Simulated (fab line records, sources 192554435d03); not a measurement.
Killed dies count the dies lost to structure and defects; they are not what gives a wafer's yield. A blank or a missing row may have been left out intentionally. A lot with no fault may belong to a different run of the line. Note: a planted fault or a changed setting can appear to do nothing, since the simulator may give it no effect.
What tool caused it? + flow n5-finfet + 72 wafers from 24 lots sampled at 6 of the route's 1938 steps

WHAT THE GAUGES SHOWED, per wafer
N5_BEOL_M12_INSPECT_12: inspects for defects (macro).
| lot  | measured     | on                | raw-defect-count |
|------|--------------|-------------------|------------------|
| L074 | day 10 09:27 | defect-inspect-02 | 1 1 2            |
| L075 | day 10 17:10 | defect-inspect-02 | 4 1 2            |
| L076 | day 10 23:35 | defect-inspect-02 | 2 3 5            |
| L078 | day 11 14:26 | defect-inspect-01 | 0 3 1            |
| L077 | day 11 15:20 | defect-inspect-02 | 5 4 1            |
| L080 | day 12 02:23 | defect-inspect-01 | 5 1 6            |
| L079 | day 12 07:21 | defect-inspect-02 | 2 0 1            |
| L081 | day 12 12:42 | defect-inspect-01 | 1 3 6            |
| L083 | day 13 01:41 | defect-inspect-01 | 1 2 1            |
| L082 | day 13 01:10 | defect-inspect-02 | 3 2 0            |
| L086 | day 13 14:49 | defect-inspect-01 | 1 3 1            |
| L084 | day 13 15:05 | defect-inspect-02 | 2 3 2            |
| L087 | day 13 18:22 | defect-inspect-02 | 2 3 5            |
| L085 | day 13 23:41 | defect-inspect-01 | 3 0 4            |
| L088 | day 14 03:13 | defect-inspect-01 | 2 5 1            |
| L090 | day 14 20:02 | defect-inspect-02 | 0 1 1            |
| L089 | day 14 20:18 | defect-inspect-02 | 3 2 1            |
| L091 | day 14 22:51 | defect-inspect-01 | 3 1 4            |
| L092 | day 15 10:59 | defect-inspect-02 | 0 1 2            |
| L095 | day 15 22:20 | defect-inspect-01 | 3 2 3            |
| L093 | day 15 22:26 | defect-inspect-02 | 2 1 1            |
| L097 | day 16 09:23 | defect-inspect-02 | 1 1 5            |
| L094 | day 16 09:46 | defect-inspect-02 | 5 1 3            |
| L096 | day 16 18:25 | defect-inspect-02 | 4 3 1            |

N5_BEOL_M13_THK_MEAS_01.
| lot  | measured     | on            | M13_ILD_THK (nm) |
|------|--------------|---------------|------------------|
| L074 | day 10 16:20 | film-metro-02 | 831 837 850      |
| L075 | day 10 23:03 | film-metro-02 | 825 815 824      |
| L076 | day 11 07:02 | film-metro-02 | 815 812 822      |
| L078 | day 11 18:31 | film-metro-02 | 831 847 854      |
| L077 | day 11 22:11 | film-metro-01 | 830 838 836      |
| L080 | day 12 06:47 | film-metro-02 | 835 841 834      |
| L079 | day 12 12:20 | film-metro-01 | 845 858 837      |
| L081 | day 12 16:13 | film-metro-01 | 825 842 831      |
| L083 | day 13 08:10 | film-metro-02 | 816 833 845      |
| L082 | day 13 07:53 | film-metro-02 | 812 831 836      |
| L086 | day 13 22:25 | film-metro-02 | 811 822 835      |
| L084 | day 13 22:06 | film-metro-02 | 826 853 848      |
| L087 | day 13 23:35 | film-metro-01 | 823 840 843      |
| L085 | day 14 03:35 | film-metro-01 | 821 827 844      |
| L088 | day 14 12:41 | film-metro-01 | 827 837 836      |
| L090 | day 15 03:29 | film-metro-02 | 825 824 833      |
| L089 | day 15 03:56 | film-metro-01 | 838 849 848      |
| L091 | day 15 04:13 | film-metro-02 | 842 858 834      |
| L092 | day 15 16:36 | film-metro-02 | 832 849 838      |
| L095 | day 16 12:11 | film-metro-01 | 827 831 842      |
| L093 | day 16 10:54 | film-metro-02 | 837 833 839      |
| L097 | day 16 15:57 | film-metro-01 | 837 831 843      |
| L094 | day 16 15:37 | film-metro-01 | 839 829 844      |
| L096 | day 17 02:10 | film-metro-02 | 826 832 852      |

WHICH TOOL RAN EACH LOT (tool, then ch and the chambers of the sampled wafers, then the start)
| lot  | N5_BEOL_M11_ETCH_41                           | N5_BEOL_M11_PRE_CLEAN_45     | N5_BEOL_M11_SURFACE_TREAT_76 | N5_BEOL_M12_CMP_49            |
|------|-----------------------------------------------|------------------------------|------------------------------|-------------------------------|
| L074 | rie-diel-02 ch 0,1,2, day 10 06:34 or earlier | pvd-sputter-02, day 10 06:34 | pvd-sputter-02, day 10 07:05 | cmp-02 ch 0,1,3, day 10 15:42 |
| L075 | rie-diel-02 ch 0,3, day 10 14:35 or earlier   | pvd-sputter-03, day 10 14:35 | pvd-sputter-02, day 10 15:28 | cmp-04 ch 0,2, day 10 22:25   |
| L076 | rie-diel-01 ch 0,1,3, day 10 20:56 or earlier | pvd-sputter-01, day 10 20:56 | pvd-sputter-01, day 10 21:23 | cmp-01 ch 0,2, day 11 06:25   |
| L078 | rie-diel-05 ch 0,1,3, day 11 12:05 or earlier | pvd-sputter-03, day 11 12:05 | pvd-sputter-03, day 11 12:29 | cmp-04 ch 2,3, day 11 17:53   |
| L077 | rie-diel-01 ch 0,1,3, day 11 12:34 or earlier | pvd-sputter-03, day 11 12:34 | pvd-sputter-03, day 11 13:19 | cmp-02 ch 0,1,3, day 11 21:32 |
| L080 | rie-diel-01 ch 1,2,3, day 12 00:14 or earlier | pvd-sputter-01, day 12 00:14 | pvd-sputter-03, day 12 00:37 | cmp-02 ch 0,2, day 12 06:10   |
| L079 | rie-diel-02 ch 0,1,2, day 12 04:50 or earlier | pvd-sputter-03, day 12 04:50 | pvd-sputter-03, day 12 05:12 | cmp-04 ch 0,2,3, day 12 11:43 |
| L081 | rie-diel-05 ch 0,1,3, day 12 08:38 or earlier | pvd-sputter-01, day 12 08:38 | pvd-sputter-01, day 12 10:50 | cmp-04 ch 0,1,3, day 12 15:35 |
| L083 | rie-diel-05 ch 0,1,3, day 12 23:22 or earlier | pvd-sputter-02, day 12 23:22 | pvd-sputter-01, day 12 23:45 | cmp-04 ch 0,1,3, day 13 07:37 |
| L082 | rie-diel-02 ch 1,2, day 12 22:37 or earlier   | pvd-sputter-02, day 12 22:37 | pvd-sputter-02, day 12 23:01 | cmp-04 ch 0,1,2, day 13 07:20 |
| L086 | rie-diel-02 ch 0,2,3, day 13 12:38 or earlier | pvd-sputter-03, day 13 12:38 | pvd-sputter-03, day 13 13:02 | cmp-02 ch 0,2,3, day 13 21:47 |
| L084 | rie-diel-05 ch 0,1,2, day 13 12:43 or earlier | pvd-sputter-03, day 13 12:43 | pvd-sputter-03, day 13 13:10 | cmp-01 ch 2,3, day 13 21:30   |
| L087 | rie-diel-01 ch 0,1,3, day 13 15:20 or earlier | pvd-sputter-01, day 13 15:20 | pvd-sputter-01, day 13 15:56 | cmp-04 ch 0,1,2, day 13 22:57 |
| L085 | rie-diel-01 ch 1,2,3, day 13 21:08 or earlier | pvd-sputter-02, day 13 21:08 | pvd-sputter-03, day 13 21:37 | cmp-02 ch 1,2,3, day 14 03:00 |
| L088 | rie-diel-05 ch 2,3, day 13 22:20 or earlier   | pvd-sputter-03, day 13 22:20 | pvd-sputter-01, day 14 01:11 | cmp-01 ch 0,1, day 14 12:03   |
| L090 | rie-diel-02 ch 0,1,2, day 14 17:32 or earlier | pvd-sputter-01, day 14 17:32 | pvd-sputter-01, day 14 17:57 | cmp-04 ch 0,1,3, day 15 02:48 |
| L089 | rie-diel-01 ch 2,3, day 14 17:47 or earlier   | pvd-sputter-03, day 14 17:47 | pvd-sputter-03, day 14 18:11 | cmp-02 ch 1,2, day 15 03:15   |
| L091 | rie-diel-02 ch 1,2,3, day 14 20:25 or earlier | pvd-sputter-01, day 14 20:25 | pvd-sputter-03, day 14 20:49 | cmp-02 ch 1,2,3, day 15 03:37 |
| L092 | rie-diel-02 ch 0,2,3, day 15 08:33 or earlier | pvd-sputter-03, day 15 08:33 | pvd-sputter-03, day 15 08:59 | cmp-02 ch 0,2,3, day 15 15:57 |
| L095 | rie-diel-05 ch 2,3, day 15 19:38 or earlier   | pvd-sputter-03, day 15 19:38 | pvd-sputter-01, day 15 20:15 | cmp-01 ch 1,2,3, day 16 11:35 |
| L093 | rie-diel-02 ch 0,1, day 15 19:45 or earlier   | pvd-sputter-03, day 15 19:45 | pvd-sputter-01, day 15 20:20 | cmp-01 ch 2,3, day 16 10:16   |
| L097 | rie-diel-01 ch 0,2, day 16 05:05 or earlier   | pvd-sputter-03, day 16 05:05 | pvd-sputter-03, day 16 05:44 | cmp-04 ch 0,1, day 16 15:19   |
| L094 | rie-diel-05 ch 0,1,2, day 16 05:21 or earlier | pvd-sputter-03, day 16 05:21 | pvd-sputter-03, day 16 05:58 | cmp-01 ch 0,2,3, day 16 14:59 |
| L096 | rie-diel-02 ch 1,2, day 16 16:14 or earlier   | pvd-sputter-01, day 16 16:14 | pvd-sputter-03, day 16 16:36 | cmp-04 ch 1,2,3, day 17 01:36 |
- N5_BEOL_M11_ETCH_41: etches SiCN in CH3F/O2, target depth 42.6 nm, time 86 s.
- N5_BEOL_M11_PRE_CLEAN_45: time 30 s.
- N5_BEOL_M11_SURFACE_TREAT_76
- N5_BEOL_M12_CMP_49: polishes, stops on SiOC, t overpolish 20.6 s, target thk 320 nm.

WHAT THE TOOLS THEMSELVES READ (means of the sampled wafers that have a number; where no wafer has one, the mark that the record gives instead)
N5_BEOL_M11_ETCH_41.
| lot  | tool        | chamber-pressure-mTorr (mTorr) | drypump-motor-current-A (A) | oes-product-au (a.u.) | rf-vpp-V (V) | showerhead-plenum-p-Torr (Torr) | throttle-valve-pct (%) |
|------|-------------|--------------------------------|-----------------------------|-----------------------|--------------|---------------------------------|------------------------|
| L074 | rie-diel-02 | 29.973                         | 5.6                         | 0.72                  | 297.0        | 2.01                            | 16.30                  |
| L075 | rie-diel-02 | 29.999                         | 5.8                         | 0.70                  | 296.0        | 1.93                            | 16.36                  |
| L076 | rie-diel-01 | 30.000                         | 5.8                         | 0.77                  | 295.2        | 1.95                            | 16.35                  |
| L078 | rie-diel-05 | 30.001                         | 5.7                         | 0.74                  | 297.6        | 2.02                            | 16.55                  |
| L077 | rie-diel-01 | 29.993                         | 5.8                         | 0.77                  | 296.7        | 1.95                            | 16.36                  |
| L080 | rie-diel-01 | 30.020                         | 5.8                         | 0.75                  | 296.0        | 2.00                            | 16.39                  |
| L079 | rie-diel-02 | 29.984                         | 5.6                         | 0.71                  | 298.3        | 2.01                            | 16.32                  |
| L081 | rie-diel-05 | 30.002                         | 5.7                         | 0.73                  | 298.3        | 2.02                            | 16.55                  |
| L083 | rie-diel-05 | 29.998                         | 5.7                         | 0.73                  | 297.3        | 2.02                            | 16.57                  |
| L082 | rie-diel-02 | 30.008                         | 5.4                         | 0.70                  | 297.5        | 2.00                            | 16.32                  |
| L086 | rie-diel-02 | 30.014                         | 5.5                         | 0.70                  | 296.5        | 1.95                            | 16.34                  |
| L084 | rie-diel-05 | 29.993                         | 5.7                         | 0.73                  | 297.4        | 2.02                            | 16.57                  |
| L087 | rie-diel-01 | 30.005                         | 5.8                         | 0.76                  | 296.9        | 1.94                            | 16.39                  |
| L085 | rie-diel-01 | 30.006                         | 5.8                         | 0.74                  | 297.8        | 1.99                            | 16.40                  |
| L088 | rie-diel-05 | 30.022                         | 5.6                         | 0.87                  | 298.4        | 2.06                            | 16.18                  |
| L090 | rie-diel-02 | 29.986                         | 5.6                         | 0.71                  | 298.1        | 2.00                            | 16.35                  |
| L089 | rie-diel-01 | 29.999                         | 5.3                         | 0.69                  | 295.3        | 1.95                            | 16.52                  |
| L091 | rie-diel-02 | 30.006                         | 5.7                         | 0.68                  | 296.5        | 1.97                            | 16.41                  |
| L092 | rie-diel-02 | 29.995                         | 5.5                         | 0.68                  | 296.7        | 1.94                            | 16.36                  |
| L095 | rie-diel-05 | 29.997                         | 5.6                         | 0.91                  | 298.0        | 2.05                            | 16.04                  |
| L093 | rie-diel-02 | 29.993                         | 6.0                         | 0.69                  | 297.9        | 2.03                            | 16.42                  |
| L097 | rie-diel-01 | 29.981                         | 6.0                         | 0.71                  | 295.4        | 1.95                            | 16.62                  |
| L094 | rie-diel-05 | 29.959                         | 5.7                         | 0.79                  | 296.9        | 2.02                            | 16.43                  |
| L096 | rie-diel-02 | 30.007                         | 5.8                         | 0.70                  | 298.3        | 2.03                            | 16.44                  |

N5_BEOL_M11_PRE_CLEAN_45.
| lot  | tool           | heater-power-w (W) |
|------|----------------|--------------------|
| L074 | pvd-sputter-02 | 348                |
| L075 | pvd-sputter-03 | 351                |
| L076 | pvd-sputter-01 | 322                |
| L078 | pvd-sputter-03 | 288                |
| L077 | pvd-sputter-03 | 364                |
| L080 | pvd-sputter-01 | 359                |
| L079 | pvd-sputter-03 | 361                |
| L081 | pvd-sputter-01 | 327                |
| L083 | pvd-sputter-02 | 293                |
| L082 | pvd-sputter-02 | 348                |
| L086 | pvd-sputter-03 | 345                |
| L084 | pvd-sputter-03 | 331                |
| L087 | pvd-sputter-01 | 331                |
| L085 | pvd-sputter-02 | 310                |
| L088 | pvd-sputter-03 | 344                |
| L090 | pvd-sputter-01 | 332                |
| L089 | pvd-sputter-03 | 341                |
| L091 | pvd-sputter-01 | 344                |
| L092 | pvd-sputter-03 | 344                |
| L095 | pvd-sputter-03 | 364                |
| L093 | pvd-sputter-03 | 366                |
| L097 | pvd-sputter-03 | 323                |
| L094 | pvd-sputter-03 | 303                |
| L096 | pvd-sputter-01 | 332                |

N5_BEOL_M12_CMP_49.
| lot  | tool   | barrier-field-endpoint-s (s) | edge-zone-pressure-frac | head-pressure-psi (psi) | motor-current-A (A) | overpolish-run-s (s) | pad-life-wafers | slurry-filter-dp-kPa (kPa) |
|------|--------|------------------------------|-------------------------|-------------------------|---------------------|----------------------|-----------------|----------------------------|
| L074 | cmp-02 | 28.9                         | 0.998                   | 1.0014                  | 5.9                 | 20.596               | 751             | 13.45                      |
| L075 | cmp-04 | 30.3                         | 1.003                   | 0.9999                  | 5.8                 | 20.596               | 2173            | 13.50                      |
| L076 | cmp-01 | 29.5                         | 1.000                   | 0.9972                  | 5.1                 | 20.600               | 193             | 13.38                      |
| L078 | cmp-04 | 30.5                         | 1.003                   | 1.0002                  | 5.2                 | 20.598               | 109             | 13.58                      |
| L077 | cmp-02 | 29.2                         | 0.999                   | 1.0018                  | 5.7                 | 20.601               | 967             | 13.49                      |
| L080 | cmp-02 | 29.5                         | 1.001                   | 0.9978                  | 5.8                 | 20.604               | 1027            | 13.62                      |
| L079 | cmp-04 | 30.8                         | 1.001                   | 1.0006                  | 5.7                 | 20.599               | 241             | 13.54                      |
| L081 | cmp-04 | 29.8                         | 0.999                   | 1.0001                  | 5.7                 | 20.589               | 271             | 13.64                      |
| L083 | cmp-04 | 29.8                         | 1.004                   | 0.9984                  | 5.7                 | 20.589               | 392             | 13.55                      |
| L082 | cmp-04 | 29.8                         | 0.997                   | 1.0009                  | 6.5                 | 20.598               | 386             | 13.60                      |
| L086 | cmp-02 | 29.3                         | 1.001                   | 0.9999                  | 5.9                 | 20.597               | 1381            | 13.58                      |
| L084 | cmp-01 | 30.5                         | 0.997                   | 0.9991                  | 6.4                 | 20.601               | 745             | 13.46                      |
| L087 | cmp-04 | 30.2                         | 1.002                   | 1.0003                  | 6.2                 | 20.613               | 536             | 13.52                      |
| L085 | cmp-02 | 29.2                         | 0.999                   | 1.0012                  | 6.2                 | 20.608               | 1418            | 13.43                      |
| L088 | cmp-01 | 29.6                         | 0.997                   | 0.9993                  | 5.6                 | 20.593               | 858             | 13.62                      |
| L090 | cmp-04 | 29.2                         | 0.997                   | 0.9998                  | 5.7                 | 20.598               | 775             | 13.46                      |
| L089 | cmp-02 | 30.6                         | 0.998                   | 0.9990                  | 6.2                 | 20.594               | 1662            | 13.51                      |
| L091 | cmp-02 | 30.1                         | 0.999                   | 0.9992                  | 6.0                 | 20.599               | 1670            | 13.36                      |
| L092 | cmp-02 | 30.2                         | 1.001                   | 0.9994                  | 5.7                 | 20.605               | 1766            | 13.47                      |
| L095 | cmp-01 | 31.2                         | 1.002                   | 1.0002                  | 6.4                 | 20.608               | 1268            | 13.53                      |
| L093 | cmp-01 | 31.5                         | 1.000                   | 0.9985                  | 6.0                 | 20.597               | 1256            | 13.45                      |
| L097 | cmp-04 | 31.1                         | 1.000                   | 0.9999                  | 6.3                 | 20.604               | 1050            | 13.42                      |
| L094 | cmp-01 | 31.1                         | 1.002                   | 1.0018                  | 5.9                 | 20.597               | 1291            | 13.42                      |
| L096 | cmp-04 | 30.3                         | 1.002                   | 0.9995                  | 6.1                 | 20.598               | 1142            | 13.48                      |

THE ANSWER, worked out from the rows above alone
Rule: the lots themselves supply what counts as usual. The widest of any qualifying gaps counts: lots, ordered by their means at a reading, are off when they make up no more than a third of the lots, leave a main group of 4 or more, and stand apart from it by 3 or more times the standard deviation of that group's means. Not used: any main group whose means are identical at the precision the tables above print for the reading. Also off: a lot with no number at a reading for which 4 or more lots have one. The other lots that the step has rows for count as sound. After the gauges, taken in route order, come the tools' own readings; for these a lot's mean is taken, as printed above. The first step at which some lot is off is used, and at that step the reading that is off furthest; a lot without a number counts as furthest.
Nothing can be told from this: no lot is off at any reading shown.

WHAT WAS PUT IN BY THE SIMULATOR
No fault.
